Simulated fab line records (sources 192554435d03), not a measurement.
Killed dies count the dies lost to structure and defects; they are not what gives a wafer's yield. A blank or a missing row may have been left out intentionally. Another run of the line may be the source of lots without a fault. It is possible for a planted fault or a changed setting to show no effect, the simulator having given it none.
Chamber matching || flow n5Finfet || 3 sister chambers for N5_BEOL_M7_PECVD_70 on pecvd-03
The step deposits SiO2 from TEOS/O2, target thk 20 nm, time 22.7 s. 6 wafers are shown with their chamber, then 7 later ones without.

== WAFERS PAIRED WITH THEIR CHAMBERS ==
{"wafer": "L083.2", "chamber": 2, "throttleValvePct (%)": 22.0, "showerheadPlenumPTorr (Torr)": 8.91}
{"wafer": "L083.6", "chamber": 2, "throttleValvePct (%)": 21.7, "showerheadPlenumPTorr (Torr)": 8.92}
{"wafer": "L088.5", "chamber": 1, "throttleValvePct (%)": 23.3, "showerheadPlenumPTorr (Torr)": 8.82}
{"wafer": "L088.6", "chamber": 0, "throttleValvePct (%)": 21.8, "showerheadPlenumPTorr (Torr)": 8.96}
{"wafer": "L093.1", "chamber": 0, "throttleValvePct (%)": 21.5, "showerheadPlenumPTorr (Torr)": 8.94}
{"wafer": "L093.2", "chamber": 1, "throttleValvePct (%)": 23.1, "showerheadPlenumPTorr (Torr)": 8.79}

== WAFERS MISSING THEIR CHAMBER ==
{"wafer": "L093.6", "throttleValvePct (%)": 22.0, "showerheadPlenumPTorr (Torr)": 8.89}
{"wafer": "L094.1", "throttleValvePct (%)": 21.8, "showerheadPlenumPTorr (Torr)": 8.95}
{"wafer": "L094.4", "throttleValvePct (%)": 23.1, "showerheadPlenumPTorr (Torr)": 8.84}
{"wafer": "L094.5", "throttleValvePct (%)": 21.9, "showerheadPlenumPTorr (Torr)": 8.94}
{"wafer": "L095.1", "throttleValvePct (%)": 22.3, "showerheadPlenumPTorr (Torr)": 8.88}
{"wafer": "L095.3", "throttleValvePct (%)": 21.5, "showerheadPlenumPTorr (Torr)": 8.94}
{"wafer": "L095.4", "throttleValvePct (%)": 23.0, "showerheadPlenumPTorr (Torr)": 8.82}

== WHICH CHAMBER EACH ONE RAN IN ==
{"wafer": "L093.6", "from the rows above": 2, "in truth": 2}
{"wafer": "L094.1", "from the rows above": "can't be placed: 0 or 2", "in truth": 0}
{"wafer": "L094.4", "from the rows above": 1, "in truth": 1}
{"wafer": "L094.5", "from the rows above": "can't be placed: 0 or 2", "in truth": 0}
{"wafer": "L095.1", "from the rows above": 2, "in truth": 2}
{"wafer": "L095.3", "from the rows above": "can't be placed: 0 or 2", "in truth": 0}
{"wafer": "L095.4", "from the rows above": 1, "in truth": 1}
Correctly placed: 4 of 7. These rows do not allow placing 3 (true chamber among the candidates in 3). Wrongly placed: 0.
How it was worked out, from the rows above alone: a wafer's distance from a chamber is the root of the sum, over the readings, of the square of ((its reading less the chamber's mean) divided by the reading's scatter). The wafer belongs to the nearest chamber; if the next one is less than 2 further off, it can't be placed. For every chamber, the mean is computed from those of its wafers that are shown. The scatter: the root of (the sum of the squares of (reading less its chamber's mean) over the shown wafers, divided by (wafers less chambers)).
